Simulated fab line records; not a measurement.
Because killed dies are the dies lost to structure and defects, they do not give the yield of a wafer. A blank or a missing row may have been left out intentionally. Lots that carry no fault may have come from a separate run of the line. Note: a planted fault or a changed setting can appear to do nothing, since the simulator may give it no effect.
Split-lot trial :: flow n5Finfet :: route with 1938 steps; 7 lots, 21 wafers read

SPLIT DETAILS
At N5_BEOL_M7_ILD_DEP_00 (deposits SiCOH lowk from DEMS/porogen, target thk 179.75 nm, time 33.4 s), the setting timeS was moved away from the recipe's 33.4 s on 7 of the 21 wafers read, by -12.5% to +6.0%. All remaining wafers had this setting at the recipe value.

THE PATH FROM SPLIT TO READING: the file shows 1 step between them
- N5_BEOL_M7_CURE_74: cures SiCOH lowk, time 240 s

THE READING
M7_ILD_THK, in nm, at N5_BEOL_M7_THK_MEAS_01. Typical for fault-free wafers on this fab line: 154.9 nm, with standard deviation 2.1 nm.

wafer: L074.1
tool, chamber at the split: pecvd-03, 0
timeS as run, s: 33.4
against the recipe: recipe
M7_ILD_THK, nm: 154.5
against lot-mates on the recipe: -

wafer: L074.3
tool, chamber at the split: pecvd-03, 1
timeS as run, s: 33.4
against the recipe: recipe
M7_ILD_THK, nm: 156.3
against lot-mates on the recipe: -

wafer: L074.5
tool, chamber at the split: pecvd-03, 1
timeS as run, s: 33.4
against the recipe: recipe
M7_ILD_THK, nm: 155.7
against lot-mates on the recipe: -

wafer: L075.2
tool, chamber at the split: pecvd-04, 0
timeS as run, s: 35.4
against the recipe: +6.0%
M7_ILD_THK, nm: 163.0
against lot-mates on the recipe: +7.2

wafer: L075.3
tool, chamber at the split: pecvd-04, 1
timeS as run, s: 35.4
against the recipe: +6.0%
M7_ILD_THK, nm: 162.0
against lot-mates on the recipe: +6.2

wafer: L075.5
tool, chamber at the split: pecvd-04, 2
timeS as run, s: 33.4
against the recipe: recipe
M7_ILD_THK, nm: 155.8
against lot-mates on the recipe: -

wafer: L079.2
tool, chamber at the split: pecvd-03, 2
timeS as run, s: 35.07
against the recipe: +5.0%
M7_ILD_THK, nm: 162.1
against lot-mates on the recipe: +9.3

wafer: L079.3
tool, chamber at the split: pecvd-03, 1
timeS as run, s: 35.07
against the recipe: +5.0%
M7_ILD_THK, nm: 161.3
against lot-mates on the recipe: +8.5

wafer: L079.4
tool, chamber at the split: pecvd-03, 2
timeS as run, s: 33.4
against the recipe: recipe
M7_ILD_THK, nm: 152.8
against lot-mates on the recipe: -

wafer: L080.1
tool, chamber at the split: pecvd-04, 1
timeS as run, s: 33.4
against the recipe: recipe
M7_ILD_THK, nm: 155.4
against lot-mates on the recipe: -

wafer: L080.2
tool, chamber at the split: pecvd-04, 2
timeS as run, s: 29.22
against the recipe: -12.5%
M7_ILD_THK, nm: 135.2
against lot-mates on the recipe: -21.2

wafer: L080.6
tool, chamber at the split: pecvd-04, 2
timeS as run, s: 33.4
against the recipe: recipe
M7_ILD_THK, nm: 157.3
against lot-mates on the recipe: -

wafer: L083.1
tool, chamber at the split: pecvd-03, 0
timeS as run, s: 35.1
against the recipe: +5.1%
M7_ILD_THK, nm: 162.4
against lot-mates on the recipe: +4.3

wafer: L083.3
tool, chamber at the split: pecvd-03, 2
timeS as run, s: 35.1
against the recipe: +5.1%
M7_ILD_THK, nm: 162.6
against lot-mates on the recipe: +4.5

wafer: L083.6
tool, chamber at the split: pecvd-03, 1
timeS as run, s: 33.4
against the recipe: recipe
M7_ILD_THK, nm: 158.1
against lot-mates on the recipe: -

wafer: L084.1
tool, chamber at the split: pecvd-03, 2
timeS as run, s: 33.4
against the recipe: recipe
M7_ILD_THK, nm: 154.9
against lot-mates on the recipe: -

wafer: L084.2
tool, chamber at the split: pecvd-03, 0
timeS as run, s: 33.4
against the recipe: recipe
M7_ILD_THK, nm: 155.8
against lot-mates on the recipe: -

wafer: L084.3
tool, chamber at the split: pecvd-03, 1
timeS as run, s: 33.4
against the recipe: recipe
M7_ILD_THK, nm: 153.2
against lot-mates on the recipe: -

wafer: L096.1
tool, chamber at the split: pecvd-04, 0
timeS as run, s: 33.4
against the recipe: recipe
M7_ILD_THK, nm: 150.5
against lot-mates on the recipe: -

wafer: L096.3
tool, chamber at the split: pecvd-04, 2
timeS as run, s: 33.4
against the recipe: recipe
M7_ILD_THK, nm: 153.2
against lot-mates on the recipe: -

wafer: L096.4
tool, chamber at the split: pecvd-04, 1
timeS as run, s: 33.4
against the recipe: recipe
M7_ILD_THK, nm: 155.7
against lot-mates on the recipe: -

THE FIT
A straight line over all 21 wafers: M7_ILD_THK changes by +1.47 nm for each +1% of timeS; r = +0.96; the points scatter about the line by 1.7 nm.
The same after taking each lot's own level away (the mean of its wafers on the recipe; 21 wafers): +1.48 nm for each +1%; r = +0.96; scatter 1.7 nm.
According to that fit, moving timeS by its largest amount changes the reading by 19 nm.
The lots' own levels span 152.80 to 158.10 nm, that is 2.5 times the standard deviation above.
Consequently the slope shifts little with the lot-to-lot level, the two slopes agreeing.
Check: -15.4 nm against its lot-mates is what the line predicts for one of the wafers moved furthest among these (-12.5%) when that wafer is left out of the fit. It came out at -21.2 nm against them.

OTHER SPLITS APPLIED TO THESE WAFERS
Note: prior to the reading, these wafers also went through further splits. Each is held against what the fit with the lots' levels taken away leaves over:
other split on the same wafers: N5_BEOL_M4_DESCUM_33 timeS
wafers away from the commonest value: 10
r with M7_ILD_THK (lot level and that fit taken away): +0.24

other split on the same wafers: N5_BEOL_M4_ETCH_70 timeS
wafers away from the commonest value: 6
r with M7_ILD_THK (lot level and that fit taken away): -0.14

other split on the same wafers: N5_BEOL_M5_COAT_74 spinRpm
wafers away from the commonest value: 9
r with M7_ILD_THK (lot level and that fit taken away): +0.19

other split on the same wafers: N5_BEOL_M5_COAT_22 spinRpm
wafers away from the commonest value: 5
r with M7_ILD_THK (lot level and that fit taken away): -0.27

other split on the same wafers: N5_BEOL_M6_PECVD_70 timeS
wafers away from the commonest value: 8
r with M7_ILD_THK (lot level and that fit taken away): +0.06

THE WHOLE CHAIN: every reading that the file lists as answering this split, in the file's order
step: N5_BEOL_M7_ILD_DEP_00
what it does: deposits SiCOH lowk from DEMS/porogen, target thk 179.75 nm, time 33.4 s
reading: SiCOH_lowk_of_BEOL_M7_ILD_DEP_00.thkNm (the simulator's own value, which no gauge read)
change (the file's fit): +1.76 nm for each +1% of the setting
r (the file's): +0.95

step: N5_BEOL_M7_CURE_74
what it does: cures SiCOH lowk, time 240 s
reading: SiCOH_lowk_of_BEOL_M7_ILD_DEP_00.thkNm (the simulator's own value, which no gauge read)
change (the file's fit): +1.53 nm for each +1% of the setting
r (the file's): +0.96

step: N5_BEOL_M7_THK_MEAS_01
what it does: 
reading: M7_ILD_THK
change (the file's fit): +1.53 for each +1% of the setting
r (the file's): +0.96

FILE'S OWN FIT
M7_ILD_THK changes by +1.53 nm for each +1% of timeS, r = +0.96.
